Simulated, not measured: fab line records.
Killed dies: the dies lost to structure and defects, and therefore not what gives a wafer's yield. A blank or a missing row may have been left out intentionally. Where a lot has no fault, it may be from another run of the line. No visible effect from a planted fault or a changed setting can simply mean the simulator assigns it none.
Split-lot trial :: flow n5_finfet :: 39 wafers read across 7 lots, on a route 1938 steps long

## THE SPLIT
At N5_MOL_CONTACT_COAG_ETCH_124 (etches SiNx in CH3F/O2, stops on SiOC, target depth 6.5 nm), the setting target_depth_a was moved away from the recipe's 65 angstrom on 12 of the 39 wafers read, by -20.9% to +57.8%. For the rest of the wafers, this setting stayed at what the recipe calls for.

The reading is taken at the split's own step.

## THE READING
SOC_of_MOL_CONTACT_COAG_COAT_62.thk_nm (the simulator's own value, which no gauge read), in nm, at N5_MOL_CONTACT_COAG_ETCH_124 (etches SiNx in CH3F/O2, stops on SiOC, target depth 6.5 nm). No usual value for it is given in the file. Average 48.4 nm, standard deviation 0.29 nm, over the 27 wafers here run with the recipe.

wafer: L076.1
tool, chamber at the split: rie_diel-02, 0,1,3
target_depth_a as run, angstrom: 65
against the recipe: recipe
SOC_of_MOL_CONTACT_COAG_COAT_62.thk_nm, nm: 48.4
against lot-mates on the recipe: -

wafer: L076.2
tool, chamber at the split: rie_diel-02, 0,1,3
target_depth_a as run, angstrom: 65
against the recipe: recipe
SOC_of_MOL_CONTACT_COAG_COAT_62.thk_nm, nm: 48.4
against lot-mates on the recipe: -

wafer: L076.3
tool, chamber at the split: rie_diel-02, 0,1,3
target_depth_a as run, angstrom: 65
against the recipe: recipe
SOC_of_MOL_CONTACT_COAG_COAT_62.thk_nm, nm: 48.4
against lot-mates on the recipe: -

wafer: L076.4
tool, chamber at the split: rie_diel-02, 2
target_depth_a as run, angstrom: 65
against the recipe: recipe
SOC_of_MOL_CONTACT_COAG_COAT_62.thk_nm, nm: 48
against lot-mates on the recipe: -

wafer: L076.6
tool, chamber at the split: rie_diel-02, 2
target_depth_a as run, angstrom: 65
against the recipe: recipe
SOC_of_MOL_CONTACT_COAG_COAT_62.thk_nm, nm: 48
against lot-mates on the recipe: -

wafer: L076.5
tool, chamber at the split: rie_diel-02, 3
target_depth_a as run, angstrom: 65
against the recipe: recipe
SOC_of_MOL_CONTACT_COAG_COAT_62.thk_nm, nm: 48.2
against lot-mates on the recipe: -

wafer: L081.1
tool, chamber at the split: rie_diel-02, 3,1,1
target_depth_a as run, angstrom: 65
against the recipe: recipe
SOC_of_MOL_CONTACT_COAG_COAT_62.thk_nm, nm: 48.8
against lot-mates on the recipe: -

wafer: L081.2
tool, chamber at the split: rie_diel-02, 3,1,1
target_depth_a as run, angstrom: 65
against the recipe: recipe
SOC_of_MOL_CONTACT_COAG_COAT_62.thk_nm, nm: 48.8
against lot-mates on the recipe: -

wafer: L081.4
tool, chamber at the split: rie_diel-02, 3,1,1
target_depth_a as run, angstrom: 65
against the recipe: recipe
SOC_of_MOL_CONTACT_COAG_COAT_62.thk_nm, nm: 48.8
against lot-mates on the recipe: -

wafer: L081.3
tool, chamber at the split: rie_diel-02, 2
target_depth_a as run, angstrom: 65
against the recipe: recipe
SOC_of_MOL_CONTACT_COAG_COAT_62.thk_nm, nm: 48.2
against lot-mates on the recipe: -

wafer: L081.5
tool, chamber at the split: rie_diel-02, 3
target_depth_a as run, angstrom: 65
against the recipe: recipe
SOC_of_MOL_CONTACT_COAG_COAT_62.thk_nm, nm: 48.6
against lot-mates on the recipe: -

wafer: L081.6
tool, chamber at the split: rie_diel-02, 2
target_depth_a as run, angstrom: 65
against the recipe: recipe
SOC_of_MOL_CONTACT_COAG_COAT_62.thk_nm, nm: 48.4
against lot-mates on the recipe: -

wafer: L084.1
tool, chamber at the split: rie_diel-03, 3
target_depth_a as run, angstrom: 65
against the recipe: recipe
SOC_of_MOL_CONTACT_COAG_COAT_62.thk_nm, nm: 49.4
against lot-mates on the recipe: -

wafer: L084.2
tool, chamber at the split: rie_diel-03, 2
target_depth_a as run, angstrom: 55.07
against the recipe: -15.3%
SOC_of_MOL_CONTACT_COAG_COAT_62.thk_nm, nm: 49
against lot-mates on the recipe: +0.1

wafer: L084.3
tool, chamber at the split: rie_diel-03, 0,2
target_depth_a as run, angstrom: 65
against the recipe: recipe
SOC_of_MOL_CONTACT_COAG_COAT_62.thk_nm, nm: 48.6
against lot-mates on the recipe: -

wafer: L084.5
tool, chamber at the split: rie_diel-03, 0,2
target_depth_a as run, angstrom: 65
against the recipe: recipe
SOC_of_MOL_CONTACT_COAG_COAT_62.thk_nm, nm: 48.6
against lot-mates on the recipe: -

wafer: L084.4
tool, chamber at the split: rie_diel-03, 1
target_depth_a as run, angstrom: 55.07
against the recipe: -15.3%
SOC_of_MOL_CONTACT_COAG_COAT_62.thk_nm, nm: 49.4
against lot-mates on the recipe: +0.5

wafer: L084.6
tool, chamber at the split: rie_diel-03, 1
target_depth_a as run, angstrom: 55.07
against the recipe: -15.3%
SOC_of_MOL_CONTACT_COAG_COAT_62.thk_nm, nm: 49.4
against lot-mates on the recipe: +0.5

wafer: L087.1
tool, chamber at the split: rie_diel-02, 2
target_depth_a as run, angstrom: 51.44
against the recipe: -20.9%
SOC_of_MOL_CONTACT_COAG_COAT_62.thk_nm, nm: 49.2
against lot-mates on the recipe: +0.7

wafer: L087.2
tool, chamber at the split: rie_diel-02, 3,2
target_depth_a as run, angstrom: 65
against the recipe: recipe
SOC_of_MOL_CONTACT_COAG_COAT_62.thk_nm, nm: 48.6
against lot-mates on the recipe: -

wafer: L087.4
tool, chamber at the split: rie_diel-02, 3,2
target_depth_a as run, angstrom: 65
against the recipe: recipe
SOC_of_MOL_CONTACT_COAG_COAT_62.thk_nm, nm: 48.6
against lot-mates on the recipe: -

wafer: L087.3
tool, chamber at the split: rie_diel-02, 0
target_depth_a as run, angstrom: 51.44
against the recipe: -20.9%
SOC_of_MOL_CONTACT_COAG_COAT_62.thk_nm, nm: 49
against lot-mates on the recipe: +0.5

wafer: L087.5
tool, chamber at the split: rie_diel-02, 0
target_depth_a as run, angstrom: 65
against the recipe: recipe
SOC_of_MOL_CONTACT_COAG_COAT_62.thk_nm, nm: 48.4
against lot-mates on the recipe: -

wafer: L087.6
tool, chamber at the split: rie_diel-02, 3
target_depth_a as run, angstrom: 51.44
against the recipe: -20.9%
SOC_of_MOL_CONTACT_COAG_COAT_62.thk_nm, nm: 49.4
against lot-mates on the recipe: +0.9

wafer: L093.1
tool, chamber at the split: rie_diel-02, 1,2
target_depth_a as run, angstrom: 102.6
against the recipe: +57.8%
SOC_of_MOL_CONTACT_COAG_COAT_62.thk_nm, nm: 46.6
against lot-mates on the recipe: -1.9

wafer: L093.6
tool, chamber at the split: rie_diel-02, 1,2
target_depth_a as run, angstrom: 102.6
against the recipe: +57.8%
SOC_of_MOL_CONTACT_COAG_COAT_62.thk_nm, nm: 46.6
against lot-mates on the recipe: -1.9

wafer: L093.2
tool, chamber at the split: rie_diel-02, 3
target_depth_a as run, angstrom: 102.6
against the recipe: +57.8%
SOC_of_MOL_CONTACT_COAG_COAT_62.thk_nm, nm: 47
against lot-mates on the recipe: -1.5

wafer: L093.3
tool, chamber at the split: rie_diel-02, 0,2
target_depth_a as run, angstrom: 65
against the recipe: recipe
SOC_of_MOL_CONTACT_COAG_COAT_62.thk_nm, nm: 48.4
against lot-mates on the recipe: -

wafer: L093.4
tool, chamber at the split: rie_diel-02, 0,2
target_depth_a as run, angstrom: 65
against the recipe: recipe
SOC_of_MOL_CONTACT_COAG_COAT_62.thk_nm, nm: 48.4
against lot-mates on the recipe: -

wafer: L093.5
tool, chamber at the split: rie_diel-02, 3
target_depth_a as run, angstrom: 65
against the recipe: recipe
SOC_of_MOL_CONTACT_COAG_COAT_62.thk_nm, nm: 48.6
against lot-mates on the recipe: -

wafer: L096.1
tool, chamber at the split: rie_diel-01, 0,2
target_depth_a as run, angstrom: 65
against the recipe: recipe
SOC_of_MOL_CONTACT_COAG_COAT_62.thk_nm, nm: 48.2
against lot-mates on the recipe: -

wafer: L096.2
tool, chamber at the split: rie_diel-01, 0,2
target_depth_a as run, angstrom: 65
against the recipe: recipe
SOC_of_MOL_CONTACT_COAG_COAT_62.thk_nm, nm: 48.2
against lot-mates on the recipe: -

wafer: L096.3
tool, chamber at the split: rie_diel-01, 1
target_depth_a as run, angstrom: 65
against the recipe: recipe
SOC_of_MOL_CONTACT_COAG_COAT_62.thk_nm, nm: 48.4
against lot-mates on the recipe: -

wafer: L096.4
tool, chamber at the split: rie_diel-01, 3
target_depth_a as run, angstrom: 52.52
against the recipe: -19.2%
SOC_of_MOL_CONTACT_COAG_COAT_62.thk_nm, nm: 49.2
against lot-mates on the recipe: +0.9

wafer: L096.5
tool, chamber at the split: rie_diel-01, 3
target_depth_a as run, angstrom: 52.52
against the recipe: -19.2%
SOC_of_MOL_CONTACT_COAG_COAT_62.thk_nm, nm: 49
against lot-mates on the recipe: +0.7

wafer: L096.6
tool, chamber at the split: rie_diel-01, 0
target_depth_a as run, angstrom: 52.52
against the recipe: -19.2%
SOC_of_MOL_CONTACT_COAG_COAT_62.thk_nm, nm: 48.6
against lot-mates on the recipe: +0.3

wafer: L097.2
tool, chamber at the split: rie_diel-03, 2
target_depth_a as run, angstrom: 65
against the recipe: recipe
SOC_of_MOL_CONTACT_COAG_COAT_62.thk_nm, nm: 48.4
against lot-mates on the recipe: -

wafer: L097.3
tool, chamber at the split: rie_diel-03, 0
target_depth_a as run, angstrom: 65
against the recipe: recipe
SOC_of_MOL_CONTACT_COAG_COAT_62.thk_nm, nm: 48
against lot-mates on the recipe: -

wafer: L097.5
tool, chamber at the split: rie_diel-03, 2
target_depth_a as run, angstrom: 65
against the recipe: recipe
SOC_of_MOL_CONTACT_COAG_COAT_62.thk_nm, nm: 48.2
against lot-mates on the recipe: -
If several chambers appear in one row, that row covers several wafers at once and the file leaves open which wafer was in which chamber.

THE FIT
A straight line over all 39 wafers: SOC_of_MOL_CONTACT_COAG_COAT_62.thk_nm changes by -0.0312 nm for each +1% of target_depth_a; r = -0.89; the points scatter about the line by 0.3 nm.
The same after taking each lot's own level away (the mean of its wafers on the recipe; 39 wafers): -0.0304 nm for each +1%; r = -0.94; scatter 0.21 nm.
The reading moves by 1.8 nm for the largest change in target_depth_a, on that fit.
The span of the lots' own levels, 48.20 to 48.87 nm, comes to 2.3 times the standard deviation stated above.
Hence the lot-to-lot level has little effect on the slope; both slopes agree.
Check: with one of the wafers moved furthest among these (+57.8%) left out of the fit, the line predicts -1.71 nm for it against its lot-mates. Against them it came out at -1.87 nm.

## OTHER SPLITS ON THESE WAFERS
These wafers also went through other splits before the reading. Each is held against what the fit with the lots' levels taken away leaves over:
other split on the same wafers: N5_FIN_SAQP_SPACER1_ALD_24 ald_cycles
wafers away from the commonest value: 12
r with SOC_of_MOL_CONTACT_COAG_COAT_62.thk_nm (lot level and that fit taken away): +0.02

other split on the same wafers: N5_SD_EPI_P_EPI_21 time_s
wafers away from the commonest value: 18
r with SOC_of_MOL_CONTACT_COAG_COAT_62.thk_nm (lot level and that fit taken away): -0.01

other split on the same wafers: N5_HKMG_FIN_ALD_75 target_thk_a
wafers away from the commonest value: 18
r with SOC_of_MOL_CONTACT_COAG_COAT_62.thk_nm (lot level and that fit taken away): -0.09

## THE FILE'S OWN FIT
SOC_of_MOL_CONTACT_COAG_COAT_62.thk_nm changes by -0.0304 nm for each +1% of target_depth_a, r = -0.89.
